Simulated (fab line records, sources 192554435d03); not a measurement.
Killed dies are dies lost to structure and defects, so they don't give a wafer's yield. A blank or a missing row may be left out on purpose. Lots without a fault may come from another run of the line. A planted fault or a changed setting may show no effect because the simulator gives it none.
Problem report in the 8D (eight disciplines) form, filled by code | flow n5_finfet | the parts of the form that need people (team, actions taken, sign-off) are left out

1. THE PROBLEM
rf_fwd_power_W at N5_SD_EPI_N_ETCH_35 reads a mean of 3700 W on 2 wafers of 2 lots; wafers without a fault read 2995 W with a standard deviation of 8.7. That is +81 standard deviations from the usual mean.
The step: etches SOC in N2/H2, overetch 108 nm, time 486 s.
First seen on wafer L439.4, day 7 08:44, on rie_diel-05. The record holds 10 wafers of 4 lots with a number at this step. Rule for "out", or "out of limits": more than 4 standard deviations from the usual mean. The other wafers with a number count as sound.

2. WHAT IT IS AND WHAT IT IS NOT
question                    | is                       | is not
which readings at this step | rf_fwd_power_W, rf_vpp_V | drypump_motor_current_A, oes_product_au, showerhead_plenum_p_Torr, throttle_valve_pct
which lots                  | L439, L440               | L435, L445
which wafers of those lots  | L439.4, L440.1           | L439.2, L439.5
read on which tools         | rie_diel-05              | rie_diel-04
when                        | from day 7 08:44         | up to then (5 sound wafers); but 3 sound wafers of L445 came after

3. SUSPECTS, AND WHAT RULES EACH OUT
Counting: a tool at a process step up to the reading stays a suspect if it ran every lot that is out. Sound lots after the first of them don't rule it out here, since some wafers of a struck lot are sound.
- rie_diel-05 at N5_SD_EPI_N_ETCH_35 (etches SOC in N2/H2, overetch 108 nm, time 486 s): kept. It ran every lot that is out, first L439 (day 7 08:44); its last sound lot up to then is L435 (day 6 11:02). Its own readings are out on those wafers: rf_fwd_power_W, rf_vpp_V.
- Within rie_diel-05 at N5_SD_EPI_N_ETCH_35: the wafers that are out ran in chamber 1; their sound lot-mates ran in chambers 2, 3.
Left after counting: rie_diel-05 at N5_SD_EPI_N_ETCH_35.

4. THE CAUSE (what the simulator had put in)
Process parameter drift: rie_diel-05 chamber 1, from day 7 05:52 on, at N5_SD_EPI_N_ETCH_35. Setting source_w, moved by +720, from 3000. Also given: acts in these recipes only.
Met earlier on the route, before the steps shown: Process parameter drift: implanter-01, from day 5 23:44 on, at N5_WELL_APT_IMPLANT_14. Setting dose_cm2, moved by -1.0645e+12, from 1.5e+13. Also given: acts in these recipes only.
Counting left only this tool.

5. THE CHAIN OF EFFECTS, in route order
Each row: a reading whose mean over the struck wafers that have a number lies more than 3 standard deviations from the usual. Only readings for which the record gives a usual standard deviation are gone through. hours: the time from each lot's start at the first step in this table that gives one to its start at this step, as a median over the lots. sigmas: the change in usual standard deviations.
hours | step                | reading        | usual   | on struck wafers | change | sigmas
0     | N5_SD_EPI_N_ETCH_35 | rf_fwd_power_W | 2995 W  | 3700             | +706   | +81
0     | N5_SD_EPI_N_ETCH_35 | rf_vpp_V       | 240.8 V | 224.6            | -16.2  | -13
The process steps in it:
- N5_SD_EPI_N_ETCH_35: etches SOC in N2/H2, overetch 108 nm, time 486 s.
Later measuring or inspecting steps at which every struck wafer that the step has a row for has a number for every such reading, and none has moved that far: N5_BEOL_M4_RC_MEAS_101.

6. WHAT WOULD HAVE CAUGHT IT SOONER
In this record the first reading out of limits was taken at day 7 08:44, 3 hours after the fault began at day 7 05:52.
